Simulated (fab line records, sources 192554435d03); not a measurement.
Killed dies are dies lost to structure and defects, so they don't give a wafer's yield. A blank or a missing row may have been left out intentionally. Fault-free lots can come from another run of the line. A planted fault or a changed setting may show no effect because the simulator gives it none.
fab line records | flow n5Finfet
[record] lots = 5 | wafers = 15 | lastDay = 19
route steps=1938 shown BEOL_M4@1099 BEOL_M5@1112 BEOL_M6@1240 PASSIVATION@1936
lots that met no fault: taken from a fault-free run of the same line
startH: hours from the record's first day to the start of the lot's first wafer shown | waitH: hours from the lot's prior step to this one | " identical to the entry in the row above | L1.1+2: several wafers, shown together as one row | - value missing, or start not given | * or withheld: withheld | < > ~ a bound
route shown NAME@n: NAME is a module with steps in the file, n the number in the route of the first one | usual: mean and standard deviation over wafers with no fault | same: alike in all rows | chamber/n: place in a boat | sites: each site's reading | _std_site: their standard deviation | _edge_site: outer sites' mean less inner sites' | radiusMm: for every site, how far away it sits from the centre of the wafer | mask NAME#n: copy n | behind: the last tool/chamber to shape the wafer | hold: reason for holding the lot/hours on hold/outcome of the hold | device: whichever transistor did not switch (one of n, p or np) | end of line: the route-end tests of the same wafers | a step without rows: its recipe alone | killed: dies lost to structure and defects at the first sort, not the wafer's yield | map: a wafer's dies, x killed, . not, _ none there
set.NAME: the run value of the setting; set.NAME@STEP: its run value at that earlier step | model.NAME: the simulator's own value behind a step, which no gauge read
lots at some steps of the route; a table a step, a row a wafer
services: a tool's chamber out of use, with start hour (startH, from the record's first day; less than 0 if before it), hours out, and reason
[[steps]]
[step N5_BEOL_M4_ANNEAL_95]
[recipe] tempC = 400 | timeS = 240 | ambient = vacuum
[step N5_BEOL_M4_SPUTTER_96]
[recipe] material = Cu | targetThkA = 45 | tempC = -20 | chamberPressurePa = 0.07 | powerW = withheld | timeS = 8.29
[step N5_BEOL_M4_ECD_50]
[recipe] material = Cu | targetThkA = 3000
[step N5_BEOL_M4_ANNEAL_51]
[recipe] tempC = 225 | timeS = 90 | ambient = N2
[step N5_BEOL_M4_CMP_52]
[recipe] stopOn = SiOC | tOverpolishS = 6.8 | downForcePsi = 1 | platenRpm = 50 | clearingPlatenDownForcePsi = 1.5 | clearingPlatenRpm = 50 | postCmpClean = cuAlkaline | targetThkNm = 40 | clearingPlatenPadVelocityMS = 0.99484 | padVelocityMS = 0.99484
[step N5_BEOL_M4_PRE_CLEAN_60]
[recipe] gas = NH3/H2 | timeS = 15 | tempC = * | rfPowerW = 300
[step N5_BEOL_M4_CO_CAP_55]
[recipe] material = Co | targetThkA = 20 | tempC = 200 | precursor = CCTBA/H2 | pressureTorr = 30 | timeS = 102.1
[step N5_BEOL_M4_PRE_CLEAN_56]
[recipe] gas = NH3 | timeS = 15 | tempC = withheld | rfPowerW = 300
[step N5_BEOL_M4_DEP_57]
[recipe] material = SiCN | targetThkA = 80 | tempC = withheld | precursor = 3MS/NH3 | pressureTorr = 3 | rfW = 202 | timeS = 14
[step N5_BEOL_M4_RC_MEAS_101]
[usual] DIBL_N = 36.1/1.4 | DIBL_P = 36.3/1.4 | IOFF_N = 0.154/0.021 | IOFF_P = 0.21/0.032 | ION_N = 670/8.1 | ION_P = 461/7 | SS_N = 71.4/0.49 | SS_P = 73.3/0.5 | VT_N = 250.4/2.6 | VT_P = -250/3.7
lot.wafer | tool      | chamber | startH | waitH | DIBL_N[mV/V] | DIBL_P[mV/V] | IOFF_N[nA/um] | IOFF_P[nA/um] | ION_N[uA/um] | ION_P[uA/um] | SS_N[mV/dec] | SS_P[mV/dec] | VT_N[mV] | VT_P[mV]
L134.3    | prober-01 | 0       | 222.23 | 0.3   | 37.2         | 37.5         | 0.156         | 0.22          | 673          | 468          | 71.4         | 73.0         | 252.1    | -252
L134.4    | "         | 0       | "      | "     | 36.4         | 36.5         | 0.141         | 0.20          | 670          | 462          | 71.2         | 73.3         | 251.0    | -251
L134.5    | "         | 0       | "      | "     | 35.3         | 35.2         | 0.133         | 0.19          | 668          | 467          | 70.5         | 73.0         | 251.6    | -251
L139.1    | prober-01 | 0       | 272.23 | 0.0   | 35.8         | 35.7         | 0.164         | 0.23          | 676          | 470          | 71.8         | 73.5         | 248.6    | -250
L139.2    | "         | 0       | "      | "     | 35.5         | 36.3         | 0.156         | 0.24          | 672          | 465          | 72.1         | 73.7         | 250.4    | -248
L139.3    | "         | 0       | "      | "     | 35.2         | 35.6         | 0.144         | 0.22          | 660          | 462          | 72.0         | 73.2         | 252.3    | -247
L143.2    | prober-01 | 0       | 275.71 | 0.2   | 37.7         | 36.8         | 0.164         | 0.19          | 671          | 457          | 71.6         | 74.3         | 248.0    | -255
L143.3    | "         | 0       | "      | "     | 38.4         | 37.9         | 0.176         | 0.21          | 690          | 465          | 71.5         | 73.8         | 248.1    | -254
L143.5    | "         | 0       | "      | "     | 37.4         | 36.7         | 0.163         | 0.19          | 686          | 463          | 71.6         | 73.3         | 248.1    | -252
L140.2    | prober-02 | 0       | 279.66 | 0.2   | 37.3         | 35.5         | 0.158         | 0.24          | 658          | 461          | 71.6         | 73.9         | 248.5    | -245
L140.3    | "         | 0       | "      | "     | 37.2         | 35.8         | 0.165         | 0.25          | 666          | 463          | 71.4         | 72.7         | 249.6    | -247
L140.6    | "         | 0       | "      | "     | 37.6         | 36.4         | 0.164         | 0.26          | 662          | 466          | 71.9         | 72.4         | 249.2    | -242
L150.1    | prober-01 | 0       | 339.56 | 0.0   | 36.1         | 35.4         | 0.147         | 0.21          | 668          | 459          | 71.9         | 73.3         | 252.0    | -247
L150.2    | "         | 0       | "      | "     | 37.4         | 37.4         | 0.173         | 0.23          | 679          | 468          | 71.7         | 73.5         | 249.5    | -247
L150.5    | "         | 0       | "      | "     | 37.3         | 37.5         | 0.169         | 0.24          | 660          | 457          | 71.1         | 73.5         | 249.8    | -248
[step N5_BEOL_M5_ILD_DEP_00]
[recipe] material = SiCOH_lowk | targetThkA = 1406.4 | tempC = 300 | precursor = DEMS/porogen | pressureTorr = 5 | rfW = 500 | timeS = 25.9
[step N5_BEOL_M5_CURE_79]
[recipe] tempC = 385 | timeS = 240 | ambient = He/Ar | material = SiCOH_lowk
[step N5_BEOL_M5_PECVD_70]
[recipe] material = SiO2 | targetThkA = 160 | tempC = 400 | precursor = TEOS/O2 | pressureTorr = 5.5 | rfW = 450 | teosFlowSccm = 53.8 | gas = O2 | flowSccm = 3000 | timeS = 18
[step N5_BEOL_M5_HM_DEP_02]
[recipe] material = TiN | targetThkA = 200 | tempC = 25 | chamberPressurePa = 0.49996
[step N5_BEOL_M5_COAT_59]
[recipe] resist = SOC | tempC = 250 | timeS = 60 | spinRpm = 1500 | resistThkNm = 60
[step N5_BEOL_M5_COAT_60]
[recipe] resist = SiARC | tempC = 220 | timeS = 60 | spinRpm = 1500 | resistThkNm = 12
[step N5_BEOL_M5_COAT_71]
[recipe] resist = underlayer | tempC = 205 | timeS = 60 | spinRpm = 1500 | resistThkNm = 5
[step N5_BEOL_M5_COAT_05]
[recipe] resist = CAR-EUV | spinRpm = 1500 | resistThkNm = 30
[step N5_BEOL_M5_EBR_07]
[recipe] solvent = PGMEA | ebrWidthMm = 1.5
[step N5_BEOL_M5_SOFTBAKE_06]
[recipe] tempC = 110 | timeS = 60 | resist = CAR-EUV
[step N5_BEOL_M5_EXPOSE_08]
[recipe] maskId = M5 | na = 0.33 | sourceShape = annular | sigmaInner = 0.4 | sigmaOuter = 0.8 | polarization = unpolarized | targetCdNm = 28 | doseMj = 35.75
[step N5_BEOL_M5_PEB_09]
[recipe] pebTempC = 100 | pebTimeS = 60 | resist = CAR-EUV
[step N5_BEOL_M5_DEVELOP_10]
[recipe] developTimeS = 30 | developer = TMAH | resist = CAR-EUV | rinseLiquid = surfactantRinse | dry = airSpin | devTempC = 23
[step N5_BEOL_M5_DESCUM_16]
[recipe] chemistry = O2 | timeS = 7 | sourcePowerW = 50 | biasPowerW = 20 | pressureMtorr = 20 | rfFrequencyHz = 2.712e+07 | tempC = 40 | resist = CAR-EUV | o2FlowSccm = 225
[step N5_BEOL_M5_ETCH_72]
[recipe] chemistry = N2/H2 | target = underlayer | targetDepthA = 65 | maskMaterial = CAR-EUV | timeS = 5.2 | ionEnergyEv = 200 | pressureMtorr = 30 | sourceW = 840 | biasW = 150 | n2FlowSccm = 200 | h2FlowSccm = 200 | ends = cleared
[step N5_BEOL_M5_ETCH_61]
[recipe] chemistry = CF4 | target = SiARC | targetDepthA = 156 | maskMaterial = CAR-EUV | timeS = 26 | ionEnergyEv = 80 | pressureMtorr = 40 | sourceW = 545 | biasW = 36 | Ar_flow_sccm = 100 | cf4FlowSccm = 100 | ends = cleared
[step N5_BEOL_M5_ETCH_62]
[recipe] chemistry = N2/H2 | target = SOC | targetDepthA = 750 | overetchA = 150 | maskMaterial = SiARC | tempC = 40 | timeS = 112.5 | ionEnergyEv = 200 | pressureMtorr = 30 | sourceW = 840 | biasW = 150 | n2FlowSccm = 200 | h2FlowSccm = 200
[step N5_BEOL_M5_STRIP_63]
[recipe] chemistry = N2/H2 | tempC = 40 | n2FlowSccm = 200 | h2FlowSccm = 200 | rfFrequencyHz = 6e+07
[step N5_BEOL_M5_STRIP_73]
[recipe] chemistry = N2/H2 | tempC = 40 | n2FlowSccm = 200 | h2FlowSccm = 200 | rfFrequencyHz = 6e+07
[step N5_BEOL_M5_STRIP_64]
[recipe] chemistry = CF4 | resist = SiARC | powerW = 300 | biasPowerW = 75 | pressureMtorr = 50 | cf4FlowSccm = 150 | rfFrequencyHz = 6e+07
[step N5_BEOL_M5_HM_OPEN_17]
[recipe] chemistry = Cl2/BCl3 | targetDepthA = 200 | overetchA = 60 | target = TiN | maskMaterial = SOC | ionEnergyEv = 150 | pressureMtorr = 10 | icpW = 1000 | biasW = 126 | Cl2_flow_sccm = 53.25 | bcl3FlowSccm = 21.75 | Ar_flow_sccm = 25
[step N5_BEOL_M5_STRIP_19]
[recipe] chemistry = O2 | powerW = 400 | tempC = 40 | pressureMtorr = 30 | rfFrequencyHz = 6e+07 | biasPowerW = 0 | overashFraction = 0.2 | o2FlowSccm = 225
[step N5_BEOL_M5_COAT_65]
[recipe] resist = SOC | tempC = 250 | timeS = 60 | spinRpm = 1500 | resistThkNm = 60
[step N5_BEOL_M5_COAT_66]
[recipe] resist = SiARC | tempC = 220 | timeS = 60 | spinRpm = 1500 | resistThkNm = 12
[step N5_BEOL_M6_ETCH_41]
[recipe] chemistry = CH3F/O2 | target = SiCN | targetDepthA = 297 | taperDeg = 2 | timeS = 52 | ionEnergyEv = 120 | maskMaterial = TiN | pressureMtorr = 30 | sourceW = 395 | biasW = 75 | Ar_flow_sccm = 150 | CH3F_flow_sccm = 30 | O2_flow_sccm = 20
[usual] CH3F_flow_sccm = 30.01/0.094 | O2_flow_sccm = 20.00/0.056 | drypumpMotorCurrentA = 5.8/0.46 | mfcArSccm = 150.0/0.44 | oesProductAu = 0.85/0.066 | rfFwdPowerW = 391.5/1.5 | rfVppV = 298.3/1.3 | showerheadPlenumPTorr = 2.05/0.053 | throttleValvePct = 16.18/0.18
lot.wafer | tool       | chamber | startH | waitH | CH3F_flow_sccm | O2_flow_sccm | drypumpMotorCurrentA | mfcArSccm | oesProductAu | rfFwdPowerW | rfHoursCounterH | rfVppV | showerheadPlenumPTorr | throttleValvePct
L134.3    | rieDiel-01 | 2       | 237.60 | -     | 29.99          | 20.02        | 5.2                  | 149.4     | 0.96         | 391.8       | 3               | 298.2  | 2.05                  | 16.12
L134.4    | "          | 1       | "      | "     | 30.03          | 20.00        | 5.9                  | 150.5     | 0.87         | 391.6       | 37              | 300.6  | 2.13                  | 15.91
L134.5    | "          | 1       | "      | "     | 29.97          | 20.05        | 5.9                  | 149.8     | 0.86         | 393.3       | -               | 299.6  | 2.13                  | 15.91
L139.1    | rieDiel-02 | 2       | 290.59 | -     | -              | -            | -                    | -         | -            | -           | -               | -      | -                     | -
L139.2    | "          | 1       | "      | "     | -              | -            | -                    | -         | -            | -           | -               | -      | -                     | -
L139.3    | "          | 0       | "      | "     | -              | -            | -                    | -         | -            | -           | -               | -      | -                     | -
L143.2    | rieDiel-02 | 2       | 299.13 | -     | -              | -            | -                    | -         | -            | -           | -               | -      | -                     | -
L143.3    | "          | 0       | "      | "     | -              | -            | -                    | -         | -            | -           | -               | -      | -                     | -
L143.5    | "          | 2       | "      | "     | -              | -            | -                    | -         | -            | -           | -               | -      | -                     | -
L140.2    | rieDiel-01 | 1       | 299.27 | -     | -              | -            | -                    | -         | -            | -           | -               | -      | -                     | -
L140.3    | "          | 0       | "      | "     | -              | -            | -                    | -         | -            | -           | -               | -      | -                     | -
L140.6    | "          | 0       | "      | "     | -              | -            | -                    | -         | -            | -           | -               | -      | -                     | -
L150.1    | rieDiel-03 | 3       | 354.99 | -     | 30.08          | 20.14        | 5.5                  | 149.4     | 0.88         | 390.3       | 41              | 298.1  | 2.03                  | 16.13
L150.2    | "          | 1       | "      | "     | 30.04          | 19.88        | 5.8                  | 150.1     | 0.84         | 392.2       | 62              | 298.9  | 2.11                  | 16.13
L150.5    | "          | 3       | "      | "     | 30.26          | 20.05        | 5.5                  | 149.9     | 0.87         | 391.9       | -               | 297.9  | 2.03                  | 16.13
[step N5_PASSIVATION_PROBE_49]
[usual] defectLimitedYield = 91.0/1.6 | killed_at_M0_to_M3 = 35/11 | killed_at_M4_up = 14/5.1 | killedAtContacts = 12/6.6 | killedAtFrontEnd = 41/12 | killedAtOther = 4/3 | killedDies = 107/19 | killedOnRim = 14/4.6 | killedOpen = 70/15 | killedShort = 35/8.5 | sort_bin_5_function = 5.3/1 | sort_bin_6_memory = 3.4/0.73 | sortNPass = 1073/19 | sortYieldPct = 91.0/1.6
[same] grossDies = 1180 | killedAtBackSide = 0 | sort_bin_4_leakage[%] = 0 | sort_bin_8_speed[%] = 0
lot.wafer | tool      | chamber | startH | waitH | defectLimitedYield[%] | killed_at_M0_to_M3 | killed_at_M4_up | killedAtContacts | killedAtFrontEnd | killedAtOther | killedDies | killedOnRim | killedOpen | killedShort | sort_bin_5_function[%] | sort_bin_6_memory[%] | sortNPass | sortYieldPct[%]
L134.3    | prober-01 | -       | 322.55 | 0.1   | 90.8                  | 50                 | 14              | 14               | 30               | 1             | 109        | 13          | 75         | 34          | 5.4                    | 3.5                  | 1071      | 90.8
L134.4    | prober-01 | -       | 322.60 | 0.2   | 91.7                  | 24                 | 15              | 17               | 37               | 5             | 98         | 10          | 69         | 27          | 4.7                    | 3.5                  | 1082      | 91.7
L134.5    | prober-01 | -       | 322.65 | 0.2   | 91.1                  | 31                 | 14              | 9                | 47               | 4             | 105        | 11          | 79         | 26          | 5.0                    | 3.7                  | 1075      | 91.1
L139.1    | prober-02 | -       | 377.06 | 0.0   | 0                     | 35                 | 1082            | 14               | 44               | 5             | 1180       | 152         | 69         | 34          | 96.3                   | 3.2                  | 0         | 0
L139.2    | prober-02 | -       | 377.11 | 0.1   | 0                     | 36                 | 1094            | 5                | 42               | 3             | 1180       | 152         | 61         | 32          | 97.1                   | 2.8                  | 0         | 0
L139.3    | prober-02 | -       | 377.16 | 0.1   | 0                     | 30                 | 1082            | 12               | 51               | 5             | 1180       | 152         | 86         | 29          | 96.0                   | 3.9                  | 0         | 0
L143.2    | prober-01 | -       | 383.84 | 0.1   | 0                     | 16                 | 1089            | 24               | 43               | 8             | 1180       | 152         | 75         | 32          | 96.2                   | 3.7                  | 0         | 0
L143.3    | prober-01 | -       | 383.89 | 0.1   | 0                     | 15                 | 1103            | 14               | 43               | 5             | 1180       | 152         | 77         | 19          | 96.7                   | 3.2                  | 0         | 0
L143.5    | prober-01 | -       | 383.99 | 0.2   | 0                     | 19                 | 1093            | 23               | 38               | 7             | 1180       | 152         | 80         | 34          | 96.5                   | 3.0                  | 0         | 0
L140.2    | prober-01 | -       | 388.53 | 0.1   | 0                     | 29                 | 1090            | 10               | 43               | 8             | 1180       | 152         | 72         | 40          | 96.5                   | 3.0                  | 0         | 0
L140.3    | prober-01 | -       | 388.58 | 0.1   | 0                     | 48                 | 1049            | 25               | 58               | 0             | 1180       | 152         | 99         | 53          | 94.9                   | 4.5                  | 0         | 0
L140.6    | prober-01 | -       | 388.73 | 0.3   | 0                     | 42                 | 1072            | 7                | 58               | 1             | 1180       | 152         | 87         | 38          | 95.7                   | 3.9                  | 0         | 0
// killed by level:class
L134.3 BEOL_M0_SAQP:geometricParticle:open=15 BEOL_M0_SAQP:geometricParticle:short=13 MOL_CONTACT_COAG:geometricParticle:open=12 STI_FIN_REVEAL:geometricParticle:open=8 BEOL_M0:geometricParticle:open=8 BEOL_M3:geometricParticle:open=5 BEOL_M4:geometricParticle:open=5 GATE_CUT:geometricParticle:short=4
L134.4 MOL_CONTACT_COAG:geometricParticle:open=17 STI_FIN_REVEAL:geometricParticle:open=15 BEOL_M0_SAQP:geometricParticle:short=8 BEOL_M2:geometricParticle:open=7 GATE_CUT:geometricParticle:open=4 STI_FIN_REVEAL:geometricParticle:short=4 BEOL_M0_SAQP:geometricParticle:open=4 BEOL_M4:geometricParticle:open=3
L134.5 STI_FIN_REVEAL:geometricParticle:open=21 FIN_SAQP:geometricParticle:open=9 MOL_CONTACT_COAG:geometricParticle:open=7 BEOL_M0_SAQP:geometricParticle:open=6 BEOL_M5:geometricParticle:open=6 BEOL_M0:geometricParticle:open=5 BEOL_M0_SAQP:geometricParticle:short=4 BEOL_M2:geometricParticle:open=4
L139.1 BEOL_M6:areaEtch=1074 FIN_SAQP:geometricParticle:open=15 MOL_CONTACT_COAG:geometricParticle:open=13 BEOL_M2:geometricParticle:open=10 BEOL_M0_SAQP:geometricParticle:short=9 FIN_SAQP:geometricParticle:short=7 DUMMY_GATE:geometricParticle:open=6 BEOL_M0_SAQP:geometricParticle:open=5
L139.2 BEOL_M6:areaEtch=1085 FIN_SAQP:geometricParticle:open=16 BEOL_M0_SAQP:geometricParticle:short=12 BEOL_M0_SAQP:geometricParticle:open=9 DUMMY_GATE:geometricParticle:open=7 FIN_SAQP:geometricParticle:short=5 MOL_CONTACT_COAG:geometricParticle:open=4 BEOL_M2:geometricParticle:open=4
L139.3 BEOL_M6:areaEtch=1063 FIN_SAQP:geometricParticle:open=11 STI_FIN_REVEAL:geometricParticle:open=10 MOL_CONTACT_COAG:geometricParticle:open=9 DUMMY_GATE:geometricParticle:open=6 BEOL_M1:geometricParticle:open=6 BEOL_M3:geometricParticle:open=6 GATE_CUT:geometricParticle:open=5
L143.2 BEOL_M6:areaEtch=1073 MOL_CONTACT_COAG:geometricParticle:open=17 STI_FIN_REVEAL:geometricParticle:open=11 FIN_SAQP:geometricParticle:open=8 MOL_CONTACT_COAG:geometricParticle:short=7 BEOL_M1:geometricParticle:open=7 MIM_TOP_ETCH:geometricParticle:open=6 STARTING-WAFER:geometricParticle:open=6
L143.3 BEOL_M6:areaEtch=1083 STI_FIN_REVEAL:geometricParticle:open=14 BEOL_M4:geometricParticle:open=13 MOL_CONTACT_COAG:geometricParticle:open=12 BEOL_M1:geometricParticle:open=8 FIN_SAQP:geometricParticle:open=7 FIN_SAQP:geometricParticle:short=4 GATE_CUT:geometricParticle:short=4
L143.5 BEOL_M6:areaEtch=1065 MOL_CONTACT_COAG:geometricParticle:open=18 BEOL_M4:geometricParticle:open=16 STI_FIN_REVEAL:geometricParticle:open=13 FIN_SAQP:geometricParticle:short=12 FIN_SAQP:geometricParticle:open=5 MOL_CONTACT_COAG:geometricParticle:short=5 BEOL_M1:geometricParticle:open=5
L140.2 BEOL_M6:areaEtch=1068 FIN_SAQP:geometricParticle:short=11 BEOL_M4:geometricParticle:open=9 FIN_SAQP:geometricParticle:open=8 MOL_CONTACT_COAG:geometricParticle:open=8 BEOL_M0_SAQP:geometricParticle:short=7 BEOL_M0_SAQP:geometricParticle:open=7 BEOL_M2:geometricParticle:open=7
L140.3 BEOL_M6:areaEtch=1025 MOL_CONTACT_COAG:geometricParticle:open=21 STI_FIN_REVEAL:geometricParticle:open=15 BEOL_M0_SAQP:geometricParticle:short=12 BEOL_M3:geometricParticle:open=10 FIN_SAQP:geometricParticle:open=9 BEOL_M2:geometricParticle:open=9 BEOL_M4:geometricParticle:open=9
L140.6 BEOL_M6:areaEtch=1055 STI_FIN_REVEAL:geometricParticle:open=18 FIN_SAQP:geometricParticle:open=10 FIN_SAQP:geometricParticle:short=9 BEOL_M2:geometricParticle:open=9 BEOL_M3:geometricParticle:open=6 STARTING-WAFER:geometricParticle:open=6 BEOL_M1:geometricParticle:open=6
// map L139.1 (x killed, . not)
_________________xxxxxxxxxxxx________________
______________xxxxxxxxxxxxxxxxxx_____________
___________xxxxxxxxxxxxxxxxxxxxxxxx__________
__________xxxxxxxxxxxxxxxxxxxxxxxxxx_________
________xxxxxxxxxxxxxxxxxxxxxxxxxxxxxx_______
_______xxxxxxxxxxxxxxxxxxxxxxxxxxxxxxxx______
______xxxxxxxxxxxxxxxxxxxxxxxxxxxxxxxxxx_____
_____xxxxxxxxxxxxxxxxxxxxxxxxxxxxxxxxxxxx____
____xxxxxxxxxxxxxxxxxxxxxxxxxxxxxxxxxxxxxx___
___xxxxxxxxxxxxxxxxxxxxxxxxxxxxxxxxxxxxxxxx__
___xxxxxxxxxxxxxxxxxxxxxxxxxxxxxxxxxxxxxxxx__
__xxxxxxxxxxxxxxxxxxxxxxxxxxxxxxxxxxxxxxxxxx_
__xxxxxxxxxxxxxxxxxxxxxxxxxxxxxxxxxxxxxxxxxx_
_xxxxxxxxxxxxxxxxxxxxxxxxxxxxxxxxxxxxxxxxxxxx
_xxxxxxxxxxxxxxxxxxxxxxxxxxxxxxxxxxxxxxxxxxxx
_xxxxxxxxxxxxxxxxxxxxxxxxxxxxxxxxxxxxxxxxxxxx
_xxxxxxxxxxxxxxxxxxxxxxxxxxxxxxxxxxxxxxxxxxxx
_xxxxxxxxxxxxxxxxxxxxxxxxxxxxxxxxxxxxxxxxxxxx
_xxxxxxxxxxxxxxxxxxxxxxxxxxxxxxxxxxxxxxxxxxxx
_xxxxxxxxxxxxxxxxxxxxxxxxxxxxxxxxxxxxxxxxxxxx
_xxxxxxxxxxxxxxxxxxxxxxxxxxxxxxxxxxxxxxxxxxxx
__xxxxxxxxxxxxxxxxxxxxxxxxxxxxxxxxxxxxxxxxxx_
__xxxxxxxxxxxxxxxxxxxxxxxxxxxxxxxxxxxxxxxxxx_
___xxxxxxxxxxxxxxxxxxxxxxxxxxxxxxxxxxxxxxxx__
___xxxxxxxxxxxxxxxxxxxxxxxxxxxxxxxxxxxxxxxx__
____xxxxxxxxxxxxxxxxxxxxxxxxxxxxxxxxxxxxxx___
_____xxxxxxxxxxxxxxxxxxxxxxxxxxxxxxxxxxxx____
______xxxxxxxxxxxxxxxxxxxxxxxxxxxxxxxxxx_____
_______xxxxxxxxxxxxxxxxxxxxxxxxxxxxxxxx______
________xxxxxxxxxxxxxxxxxxxxxxxxxxxxxx_______
__________xxxxxxxxxxxxxxxxxxxxxxxxxx_________
___________xxxxxxxxxxxxxxxxxxxxxxxx__________
______________xxxxxxxxxxxxxxxxxx_____________
_________________xxxxxxxxxxxx________________
// map L140.2 (x killed, . not)
_________________xxxxxxxxxxxx________________
______________xxxxxxxxxxxxxxxxxx_____________
___________xxxxxxxxxxxxxxxxxxxxxxxx__________
__________xxxxxxxxxxxxxxxxxxxxxxxxxx_________
________xxxxxxxxxxxxxxxxxxxxxxxxxxxxxx_______
_______xxxxxxxxxxxxxxxxxxxxxxxxxxxxxxxx______
______xxxxxxxxxxxxxxxxxxxxxxxxxxxxxxxxxx_____
_____xxxxxxxxxxxxxxxxxxxxxxxxxxxxxxxxxxxx____
____xxxxxxxxxxxxxxxxxxxxxxxxxxxxxxxxxxxxxx___
___xxxxxxxxxxxxxxxxxxxxxxxxxxxxxxxxxxxxxxxx__
___xxxxxxxxxxxxxxxxxxxxxxxxxxxxxxxxxxxxxxxx__
__xxxxxxxxxxxxxxxxxxxxxxxxxxxxxxxxxxxxxxxxxx_
__xxxxxxxxxxxxxxxxxxxxxxxxxxxxxxxxxxxxxxxxxx_
_xxxxxxxxxxxxxxxxxxxxxxxxxxxxxxxxxxxxxxxxxxxx
_xxxxxxxxxxxxxxxxxxxxxxxxxxxxxxxxxxxxxxxxxxxx
_xxxxxxxxxxxxxxxxxxxxxxxxxxxxxxxxxxxxxxxxxxxx
_xxxxxxxxxxxxxxxxxxxxxxxxxxxxxxxxxxxxxxxxxxxx
_xxxxxxxxxxxxxxxxxxxxxxxxxxxxxxxxxxxxxxxxxxxx
_xxxxxxxxxxxxxxxxxxxxxxxxxxxxxxxxxxxxxxxxxxxx
_xxxxxxxxxxxxxxxxxxxxxxxxxxxxxxxxxxxxxxxxxxxx
_xxxxxxxxxxxxxxxxxxxxxxxxxxxxxxxxxxxxxxxxxxxx
__xxxxxxxxxxxxxxxxxxxxxxxxxxxxxxxxxxxxxxxxxx_
__xxxxxxxxxxxxxxxxxxxxxxxxxxxxxxxxxxxxxxxxxx_
___xxxxxxxxxxxxxxxxxxxxxxxxxxxxxxxxxxxxxxxx__
___xxxxxxxxxxxxxxxxxxxxxxxxxxxxxxxxxxxxxxxx__
____xxxxxxxxxxxxxxxxxxxxxxxxxxxxxxxxxxxxxx___
_____xxxxxxxxxxxxxxxxxxxxxxxxxxxxxxxxxxxx____
______xxxxxxxxxxxxxxxxxxxxxxxxxxxxxxxxxx_____
_______xxxxxxxxxxxxxxxxxxxxxxxxxxxxxxxx______
________xxxxxxxxxxxxxxxxxxxxxxxxxxxxxx_______
__________xxxxxxxxxxxxxxxxxxxxxxxxxx_________
___________xxxxxxxxxxxxxxxxxxxxxxxx__________
______________xxxxxxxxxxxxxxxxxx_____________
_________________xxxxxxxxxxxx________________
[[services]]
tool       | chamber | startH | hours | kind
rieDiel-01 | 2       | 218.48 | -     | clean
rieDiel-01 | 2       | 218.48 | -     | consumableReplace:focusRing
rieDiel-01 | 2       | 218.48 | 13.2  | scheduledDown
rieDiel-01 | 2       | 218.48 | 13.2  | ventCycle
rieDiel-02 | -       | 218.99 | 14.6  | pm
rieDiel-03 | 3       | 223.79 | -     | clean
rieDiel-03 | 3       | 223.79 | -     | consumableReplace:focusRing
rieDiel-03 | 3       | 223.79 | 23.1  | scheduledDown
rieDiel-03 | 3       | 223.79 | 23.1  | ventCycle
rieDiel-02 | -       | 234.48 | 0.7   | repair
rieDiel-02 | 0       | 239.33 | 8.8   | repair
rieDiel-02 | 1       | 249.04 | 33.4  | repair
rieDiel-01 | 3       | 272.40 | 9.7   | repair
rieDiel-02 | -       | 277.48 | 10.0  | pm
rieDiel-02 | 3       | 287.48 | -     | clean
rieDiel-02 | 3       | 287.48 | -     | consumableReplace:focusRing
rieDiel-02 | 3       | 287.48 | 26.6  | scheduledDown
rieDiel-02 | 3       | 287.48 | 26.6  | ventCycle
rieDiel-02 | 2       | 303.68 | 2.6   | repair
rieDiel-03 | 2       | 311.50 | 17.1  | repair
rieDiel-03 | 0       | 351.69 | 40.6  | repair
rieDiel-03 | 2       | 353.13 | 5.5   | repair
[[key]]
[firstSign] step = N5_BEOL_M6_ETCH_41 | reading = toolRecord | direction = missing
[effect] step = N5_PASSIVATION_PROBE_49 | reading = killed_at_M4_up | direction = up | sigmas = 99+ | usual = 14 | struck = 1084
[moreKillsBornAt] N5_BEOL_M6_ETCH_41@rieDiel-02 = 6443 | N5_BEOL_M6_ETCH_41@rieDiel-01 = 3148
metAt N5_BEOL_M6_ETCH_41
struckWafers L139.1,L139.2,L139.3,L140.2,L140.3,L140.6,L143.2,L143.3,L143.5
laterRowsLeftOut L139.1,L139.2,L139.3,L140.2,L140.3,L140.6,L143.2,L143.3,L143.5
onsetBetween 237.60 290.59
[fault] kind = skippedStepWhole | tool = rieDiel-01,rieDiel-02 | chamber = - | onsetH = 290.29 | steps = N5_BEOL_M6_ETCH_41 | scope = struckLotsOnly
// laterRowsLeftOut: the simulator's readings of these wafers behind a module that went badly wrong aren't trusted and aren't shown, but for the sort
